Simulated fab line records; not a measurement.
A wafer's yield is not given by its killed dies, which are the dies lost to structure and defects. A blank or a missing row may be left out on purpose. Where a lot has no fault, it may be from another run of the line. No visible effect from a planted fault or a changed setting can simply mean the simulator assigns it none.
A struck lot beside a sound one | flow nand_harc | 27 steps out of a route of 1302
Sound: wafers L680.2, L680.4, L680.6. Struck: wafers L685.2, L685.4, L685.6. Last of all comes the cause.
For every step that has rows: the tool of each side, followed by ch and its chambers, followed by its first start. Under that, the readings that differ: sound wafers | struck wafers | difference of the means | sigmas: that difference in standard deviations of wafers without a fault.
alike: words and numbers the same on both sides, and readings whose means are apart by under 2 such deviations; not compared: readings that were withheld, readings missing a value for some wafer, numbers with overlapping values and no deviation given by the record, and bounds like >300 which may hide the same value.
Wherever a step has rows on one side only, a row that says differs or no value, or a row with sigmas, the two part there. Numbers that don't overlap but have no deviation are shown without sigmas and don't part them. Lack of a reading on every wafer of one side parts them only where that side has two or more wafers.

NHARC_A_M0_CMP_23: polishes, t overpolish 20 s, target thk 113.75 nm.
  sound on cmp-01 ch 1,3, day 24 21:44; struck on cmp-04 ch 1,2,3, day 26 04:14
  alike: motor_current_A, slurry_flow_ml_min, time_to_endpoint_s
NHARC_A_M0_THK_MEAS_24: measures by xrf.
  sound on film_metro-02, day 24 22:01; struck on film_metro-02, day 26 04:32
  alike: thk_nm
next, for these wafers, 1 step has no rows: NHARC_A_M0_SRD_25.
NHARC_A_M0_INSPECT_27:
  sound on defect_inspect-01, day 24 22:11; struck on defect_inspect-02, day 26 04:42
  alike: raw_defect_count
then, 1 step without rows for these wafers: NHARC_A_M0_PRE_CLEAN_31 (time 12 s).
NHARC_A_M0_DEP_32: deposits SiCN, target thk 30 nm.
  sound on pecvd-02 ch 0,2, day 24 22:25; struck on pecvd-04 ch 0,1,2, day 26 04:50
  alike: heater_power_outer_w, heater_power_w
then, 5 steps without rows for these wafers: NHARC_A_M1_DEP_00 (deposits SiOC, target thk 182.5 nm); NHARC_A_M1_DEHYDRATE_01 (time 120 s); NHARC_A_M1_HMDS_02 (time 30 s); NHARC_A_M1_COAT_34 (time 65 s); NHARC_A_M1_COAT_03 (resist thk 90 nm).
NHARC_A_M1_SOFTBAKE_04: time 55 s.
  sound on litho_track-04 ch 0, day 24 23:00; struck on litho_track-04 ch 0, day 26 05:00
  reading                  | sound                | struck               | difference | sigmas
  heater_power_total_W (W) | 188.36 188.42 188.75 | 218.86 218.27 218.50 | +30.03     | +99 or more
then, 4 steps without rows for these wafers: NHARC_A_M1_EBR_05; NHARC_A_M1_EXPOSE_06 (exposes mask A M1, target cd 120 nm); NHARC_A_M1_PEB_07 (peb time 65 s); NHARC_A_M1_DEVELOP_08 (develop time 35 s).
NHARC_A_M1_CD_MEAS_09: target cd 120 nm.
  sound on cd_sem-02 ch 0, day 24 23:33; struck on cd_sem-03 ch 0, day 26 05:58
  alike: cd_nm
NHARC_A_M1_OVL_MEAS_10: pitch 240 nm.
  sound on overlay-02, day 24 23:38; struck on overlay-02, day 26 06:03
  alike: overlay_x_nm, overlay_y_nm
NHARC_A_M1_INSPECT_11:
  sound on defect_inspect-02, day 24 23:40; struck on defect_inspect-02, day 26 06:05
  alike: raw_defect_count
NHARC_A_M1_DESCUM_14: chemistry O2, time 3 s.
  sound on rie_diel-11 ch 0,1, day 24 23:44; struck on rie_diel-09 ch 1,2,3, day 26 06:10
  alike: drypump_motor_current_A, oes_product_au, rf_vpp_V, showerhead_plenum_p_Torr, throttle_valve_pct
  not compared: rf_hours_counter_h, model.A_M1.cd_nm
NHARC_A_M1_ETCH_35: etches the open film in N2/H2, target depth 40 nm, overetch 12 nm, time 43.94 s.
  sound on rie_diel-11 ch 0,1,3, day 24 23:50; struck on rie_diel-09 ch 1,3, day 26 06:15
  alike: drypump_motor_current_A, oes_product_au, rf_vpp_V, showerhead_plenum_p_Torr, throttle_valve_pct
  not compared: rf_hours_counter_h
NHARC_A_M1_ETCH_15: etches the open film in C4F8/Ar, target depth 182.5 nm, time 91.2 s.
  sound on rie_diel-11 ch 1,2,3; struck on rie_diel-09 ch 1,3
  alike: oes_product_au, rf_vpp_V
  not compared: rf_hours_counter_h
NHARC_A_M1_CD_MEAS_16:
  sound on cd_sem-01, day 25 00:02; struck on cd_sem-01, day 26 06:30
  alike: cd_nm
NHARC_A_M1_STRIP_18: strips in N2/H2.
  sound on rie_diel-11 ch 0,1,3, day 25 00:10; struck on rie_diel-11 ch 0,1, day 26 06:35
  alike: drypump_motor_current_A, oes_product_au, rf_vpp_V, showerhead_plenum_p_Torr, throttle_valve_pct
  not compared: rf_hours_counter_h
NHARC_A_M1_ETCH_28: etches the open film in CF4/N2, target depth 30 nm, time 72.99 s.
  sound on rie_diel-11 ch 0,1,3; struck on rie_diel-11 ch 0,1,3
  reading                | sound                | struck               | difference | sigmas
  throttle_valve_pct (%) | 19.771 19.791 19.803 | 19.794 19.814 19.810 | +0.018     | +2
  alike: drypump_motor_current_A, oes_product_au, rf_vpp_V, showerhead_plenum_p_Torr
  not compared: rf_hours_counter_h, model.A_M1.cd_nm
then, 1 step without rows for these wafers: NHARC_A_M1_STRIP_19 (strips in post etch residue remover, time 600 s).
NHARC_END_SORT_01:
  the record has rows for the struck wafers here (prober-02 ch 0, day 27 22:38) and none for the sound ones

## WHERE THEY PART
Earliest at NHARC_A_M1_SOFTBAKE_04; latest, in this record, at NHARC_END_SORT_01.

WHY: what the simulator had put in
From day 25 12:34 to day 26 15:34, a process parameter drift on litho_track-04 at NHARC_A_M1_SOFTBAKE_04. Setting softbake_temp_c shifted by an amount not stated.
